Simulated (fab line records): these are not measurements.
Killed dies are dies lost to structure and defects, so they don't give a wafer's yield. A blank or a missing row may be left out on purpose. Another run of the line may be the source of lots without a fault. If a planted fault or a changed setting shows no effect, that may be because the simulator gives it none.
Chamber matching / flow n5_finfet / pecvd-04 running N5_BEOL_M10_DEP_56: 3 sister chambers
The step deposits SiCN from 3MS/NH3, target thk 15 nm, time 26.5 s. 14 wafers are shown with their chamber, then 7 later ones without.

## WAFERS, EACH WITH ITS CHAMBER
wafer=L075.2; chamber=2; throttle_valve_pct (%)=8.5; showerhead_plenum_p_Torr (Torr)=3.659
wafer=L075.4; chamber=2; throttle_valve_pct (%)=8.4; showerhead_plenum_p_Torr (Torr)=3.664
wafer=L075.5; chamber=0; throttle_valve_pct (%)=9.2; showerhead_plenum_p_Torr (Torr)=3.668
wafer=L083.2; chamber=0; throttle_valve_pct (%)=9.1; showerhead_plenum_p_Torr (Torr)=3.660
wafer=L083.5; chamber=1; throttle_valve_pct (%)=8.5; showerhead_plenum_p_Torr (Torr)=3.671
wafer=L083.6; chamber=2; throttle_valve_pct (%)=8.4; showerhead_plenum_p_Torr (Torr)=3.660
wafer=L089.1; chamber=0; throttle_valve_pct (%)=9.0; showerhead_plenum_p_Torr (Torr)=3.663
wafer=L089.4; chamber=1; throttle_valve_pct (%)=8.7; showerhead_plenum_p_Torr (Torr)=3.672
wafer=L089.6; chamber=0; throttle_valve_pct (%)=8.8; showerhead_plenum_p_Torr (Torr)=3.658
wafer=L088.1; chamber=2; throttle_valve_pct (%)=8.3; showerhead_plenum_p_Torr (Torr)=3.658
wafer=L088.4; chamber=1; throttle_valve_pct (%)=8.8; showerhead_plenum_p_Torr (Torr)=3.661
wafer=L088.5; chamber=2; throttle_valve_pct (%)=8.5; showerhead_plenum_p_Torr (Torr)=3.666
wafer=L091.1; chamber=0; throttle_valve_pct (%)=9.3; showerhead_plenum_p_Torr (Torr)=3.669
wafer=L091.2; chamber=2; throttle_valve_pct (%)=8.6; showerhead_plenum_p_Torr (Torr)=3.667

SIGNATURES, as means of the wafers listed above
reading=throttle_valve_pct; chamber 0=9.080; chamber 1=8.667; chamber 2=8.450; scatter within a chamber=0.151
reading=showerhead_plenum_p_Torr; chamber 0=3.66360; chamber 1=3.66800; chamber 2=3.66233; scatter within a chamber=0.00468
Rule: a wafer lies at a distance from a chamber equal to the root of the sum of squares, over the readings, of (its reading less the chamber's mean, divided by the reading's scatter). If the next closest chamber is less than 2 further off than the closest, the wafer can't be placed; otherwise it belongs to the closest. How the scatter is found: for the shown wafers, subtract from each reading the mean of its chamber, square and add these, divide the total by (wafers less chambers), then take the root.

## WAFERS WHOSE CHAMBER IS MISSING
wafer=L091.4; throttle_valve_pct (%)=8.9; showerhead_plenum_p_Torr (Torr)=3.661
wafer=L095.1; throttle_valve_pct (%)=8.6; showerhead_plenum_p_Torr (Torr)=3.668
wafer=L095.3; throttle_valve_pct (%)=8.7; showerhead_plenum_p_Torr (Torr)=3.654
wafer=L095.6; throttle_valve_pct (%)=8.7; showerhead_plenum_p_Torr (Torr)=3.674
wafer=L096.1; throttle_valve_pct (%)=8.8; showerhead_plenum_p_Torr (Torr)=3.665
wafer=L096.3; throttle_valve_pct (%)=8.7; showerhead_plenum_p_Torr (Torr)=3.656
wafer=L096.4; throttle_valve_pct (%)=9.0; showerhead_plenum_p_Torr (Torr)=3.671

## WHICH CHAMBER EACH WENT THROUGH
wafer=L091.4; from the rows above=can't be placed: 0 or 1 or 2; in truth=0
wafer=L095.1; from the rows above=can't be placed: 1 or 2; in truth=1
wafer=L095.3; from the rows above=can't be placed: 2 or 1 or 0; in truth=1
wafer=L095.6; from the rows above=can't be placed: 1 or 2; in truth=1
wafer=L096.1; from the rows above=can't be placed: 1 or 0 or 2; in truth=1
wafer=L096.3; from the rows above=can't be placed: 2 or 1 or 0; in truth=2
wafer=L096.4; from the rows above=can't be placed: 0 or 1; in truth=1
Correctly placed: 0 of 7. These rows do not allow placing 7 (true chamber among the candidates in 7). Wrongly placed: 0.
